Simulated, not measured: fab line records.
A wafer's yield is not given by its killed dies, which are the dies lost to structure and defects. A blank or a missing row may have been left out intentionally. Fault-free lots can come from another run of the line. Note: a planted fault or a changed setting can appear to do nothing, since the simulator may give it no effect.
Lot-split experiment ; flow n5Finfet ; on a route of 1938 steps: 7 lots, 21 wafers read

THE SPLIT ITSELF
At N5_BEOL_M7_DESCUM_33 (chemistry O2, time 7 s), the setting timeS was moved away from the recipe's 7 s on 8 of the 21 wafers read, by -14.4% to +18.7%. This setting was run at the recipe's value on the other wafers.

Split to reading: the file shows no intervening step.

THE READING
CAR-EUV_of_BEOL_M7_COAT_22.thkNm (the simulator's own value, which no gauge read), in nm, at N5_BEOL_M7_ETCH_72 (etches underlayer in N2/H2, target depth 6.5 nm, time 5.2 s). The file gives no usual value for it. Across the 13 wafers here that went through the recipe, the average is 20.3 nm and the standard deviation 0.092 nm.

wafer;tool, chamber at the split;timeS as run, s;against the recipe;CAR-EUV_of_BEOL_M7_COAT_22.thkNm, nm;against lot-mates on the recipe
L077.3;rieDiel-03, 1,2,0;7;recipe;20.4;-
L077.4;rieDiel-03, 1,2,0;7;recipe;20.4;-
L077.6;rieDiel-03, 1,2,0;7;recipe;20.4;-
L074.2;rieDiel-01, 3,2,1;7;recipe;20.2;-
L074.3;rieDiel-01, 3,2,1;7;recipe;20.2;-
L074.4;rieDiel-01, 3,2,1;7;recipe;20.2;-
L080.1;rieDiel-03, 0;6.03;-13.9%;20.8;+0.6
L080.3;rieDiel-03, 2;7;recipe;20.2;-
L080.5;rieDiel-03, 0;6.03;-13.9%;20.6;+0.4
L082.1;rieDiel-06, 3,2;7;recipe;20.2;-
L082.2;rieDiel-06, 3,2;7;recipe;20.2;-
L082.3;rieDiel-06, 0;8.31;+18.7%;19.8;-0.4
L087.2;rieDiel-03, 3,0;7;recipe;20.2;-
L087.6;rieDiel-03, 3,0;7;recipe;20.2;-
L087.5;rieDiel-03, 3;5.993;-14.4%;20.8;+0.6
L095.2;rieDiel-06, 3,0;7.543;+7.8%;19.8;-0.4
L095.4;rieDiel-06, 3,0;7.543;+7.8%;20;-0.2
L095.5;rieDiel-06, 2;7;recipe;20.2;-
L096.2;rieDiel-03, 1;7;recipe;20.4;-
L096.4;rieDiel-03, 2,3;7.908;+13.0%;20;-0.4
L096.6;rieDiel-03, 2,3;7.908;+13.0%;19.8;-0.6
The file does not say which wafer passed through which chamber wherever a row lists several chambers: such a row stands for several wafers.

THE FIT
A straight line over all 21 wafers: CAR-EUV_of_BEOL_M7_COAT_22.thkNm changes by -0.0312 nm for each +1% of timeS; r = -0.93; the points scatter about the line by 0.11 nm.
The same after taking each lot's own level away (the mean of its wafers on the recipe; 21 wafers): -0.0342 nm for each +1%; r = -0.96; scatter 0.085 nm.
On that fit, the largest move of timeS shifts the reading by 0.64 nm.
From 20.20 to 20.40 nm: that is the span of the lots' own levels, equal to 2.2 times the standard deviation above.
Consequently the slope shifts little with the lot-to-lot level, the two slopes agreeing.
Check: with one of the wafers moved furthest among these (+18.7%) left out of the fit, the line predicts -0.718 nm for it against its lot-mates. Against them it came out at -0.4 nm.

THE OTHER SPLITS THESE WAFERS WENT THROUGH
Before the reading, these wafers also passed through other splits. Each is held against what the fit with the lots' levels taken away leaves over:
other split on the same wafers;wafers away from the commonest value;r with CAR-EUV_of_BEOL_M7_COAT_22.thkNm (lot level and that fit taken away)
N5_BEOL_M5_ETCH_41 sourceW;7;-0.13
N5_BEOL_M6_ETCH_61 biasW;8;+0.01
N5_BEOL_M6_COAT_22 spinRpm;6;+0.01
N5_BEOL_M7_HM_DEP_02 targetThkA;9;+0.27

THE WHOLE CHAIN: every reading that the file lists as answering this split, in the file's order
step;what it does;reading;change (the file's fit);r (the file's)
N5_BEOL_M7_DESCUM_33;chemistry O2, time 7 s;CAR-EUV_of_BEOL_M7_COAT_22.thkNm (the simulator's own value, which no gauge read);-0.0315 nm for each +1% of the setting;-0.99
N5_BEOL_M7_ETCH_72;etches underlayer in N2/H2, target depth 6.5 nm, time 5.2 s;CAR-EUV_of_BEOL_M7_COAT_22.thkNm (the simulator's own value, which no gauge read);-0.0326 nm for each +1% of the setting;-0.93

THE FILE'S OWN FIT
CAR-EUV_of_BEOL_M7_COAT_22.thkNm changes by -0.0326 nm for each +1% of timeS, r = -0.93.
